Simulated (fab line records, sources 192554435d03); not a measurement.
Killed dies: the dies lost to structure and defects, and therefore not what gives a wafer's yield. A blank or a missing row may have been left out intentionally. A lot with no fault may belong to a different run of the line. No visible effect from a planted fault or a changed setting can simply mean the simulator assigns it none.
Split-lot experiment | flow n5-finfet | on a route of 1938 steps: 7 lots, 21 wafers read

== ON THE SPLIT ==
At N5_BEOL_M11_COAT_22 (resist thk 90 nm), the setting spin-rpm was moved away from the recipe's 1500 rpm on 7 of the 21 wafers read, by -9.7% to +9.2%. The other wafers ran this setting at the recipe's value.

== FROM THE SPLIT TO THE READING: what the file shows between them, 4 steps ==
- N5_BEOL_M11_EBR_24
- N5_BEOL_M11_SOFTBAKE_23: time 60 s
- N5_BEOL_M11_EXPOSE_25: exposes mask V10
- N5_BEOL_M11_PEB_26: peb time 60 s

== THE READING ==
CAR-ArF_of_BEOL_M11_COAT_22.thk-nm (the simulator's own value, which no gauge read), in nm, at N5_BEOL_M11_DEVELOP_27 (develop time 30 s). There is no usual value for it anywhere in the file. Across the 14 wafers here that went through the recipe, the average is 88.2 nm and the standard deviation 0.27 nm.

wafer  | tool, chamber at the split | spin-rpm as run, rpm | against the recipe | CAR-ArF_of_BEOL_M11_COAT_22.thk-nm, nm | against lot-mates on the recipe
L074.3 | litho-track-02, 0          | 1561                 | +4.1%              | 86.8                                   | -1.4
L074.5 | litho-track-02, 0          | 1561                 | +4.1%              | 86.6                                   | -1.6
L074.6 | litho-track-02, 0          | 1500                 | recipe             | 88.2                                   | -
L081.1 | litho-track-04, 0          | 1500                 | recipe             | 88.2                                   | -
L081.2 | litho-track-04, 0          | 1638                 | +9.2%              | 84.2                                   | -4.0
L081.6 | litho-track-04, 0          | 1638                 | +9.2%              | 84.2                                   | -4.0
L082.2 | litho-track-04, 0          | 1500                 | recipe             | 88.2                                   | -
L082.3 | litho-track-04, 0          | 1500                 | recipe             | 88                                     | -
L082.4 | litho-track-04, 0          | 1500                 | recipe             | 88                                     | -
L089.2 | litho-track-02, 0          | 1500                 | recipe             | 87.6                                   | -
L089.4 | litho-track-02, 0          | 1500                 | recipe             | 88.2                                   | -
L089.6 | litho-track-02, 0          | 1500                 | recipe             | 88.4                                   | -
L093.2 | litho-track-01, 0          | 1500                 | recipe             | 88.4                                   | -
L093.6 | litho-track-01, 0          | 1500                 | recipe             | 88.4                                   | -
L093.4 | litho-track-01, 0          | 1500                 | recipe             | 88.8                                   | -
L092.1 | litho-track-02, 0          | 1500                 | recipe             | 88.2                                   | -
L092.3 | litho-track-02, 0          | 1500                 | recipe             | 88.4                                   | -
L092.5 | litho-track-02, 0          | 1374                 | -8.4%              | 92.4                                   | +4.1
L096.1 | litho-track-01, 0          | 1355                 | -9.7%              | 92.8                                   | +4.8
L096.5 | litho-track-01, 0          | 1355                 | -9.7%              | 92.8                                   | +4.8
L096.6 | litho-track-01, 0          | 1500                 | recipe             | 88                                     | -

FIT RESULTS
A straight line over all 21 wafers: CAR-ArF_of_BEOL_M11_COAT_22.thk-nm changes by -0.456 nm for each +1% of spin-rpm; r = -0.99; the points scatter about the line by 0.27 nm.
The same after taking each lot's own level away (the mean of its wafers on the recipe; 21 wafers): -0.463 nm for each +1%; r = -1.00; scatter 0.23 nm.
Per that fit: largest spin-rpm move, reading shift of 4.5 nm.
Measured against the standard deviation above, the lots' own levels, which go from 88.00 to 88.53 nm, span 2.0 times it.
Consequently the slope shifts little with the lot-to-lot level, the two slopes agreeing.
Check: with one of the wafers moved furthest among these (-9.7%) left out of the fit, the line predicts +4.51 nm for it against its lot-mates. Against them it came out at +4.8 nm.

== THE OTHER SPLITS THESE WAFERS WENT THROUGH ==
Before the reading, these wafers also passed through other splits. Each is held against what the fit with the lots' levels taken away leaves over:
other split on the same wafers   | wafers away from the commonest value | r with CAR-ArF_of_BEOL_M11_COAT_22.thk-nm (lot level and that fit taken away)
N5_BEOL_M4_ETCH_70 time-s        | 9                                    | +0.25
N5_BEOL_M5_COAT_74 spin-rpm      | 8                                    | -0.14
N5_BEOL_M5_EXPOSE_25 dose-mj     | 2                                    | +0.24
N5_BEOL_M7_TRENCH_ETCH_37 bias-w | 8                                    | -0.17
N5_BEOL_M9_PECVD_70 time-s       | 9                                    | +0.06
N5_BEOL_M10_COAT_05 spin-rpm     | 7                                    | -0.19
N5_BEOL_M10_DESCUM_16 time-s     | 6                                    | -0.28
N5_BEOL_M11_DESCUM_16 time-s     | 10                                   | -0.12

== THE WHOLE CHAIN: every reading that the file lists as answering this split, in the file's order ==
step                   | what it does      | reading                                                                             | change (the file's fit)               | r (the file's)
N5_BEOL_M11_COAT_22    | resist thk 90 nm  | CAR-ArF_of_BEOL_M11_COAT_22.thk-nm (the simulator's own value, which no gauge read) | -0.458 nm for each +1% of the setting | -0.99
N5_BEOL_M11_DEVELOP_27 | develop time 30 s | CAR-ArF_of_BEOL_M11_COAT_22.thk-nm (the simulator's own value, which no gauge read) | -0.467 nm for each +1% of the setting | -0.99

== FILE'S OWN FIT ==
CAR-ArF_of_BEOL_M11_COAT_22.thk-nm changes by -0.467 nm for each +1% of spin-rpm, r = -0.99.
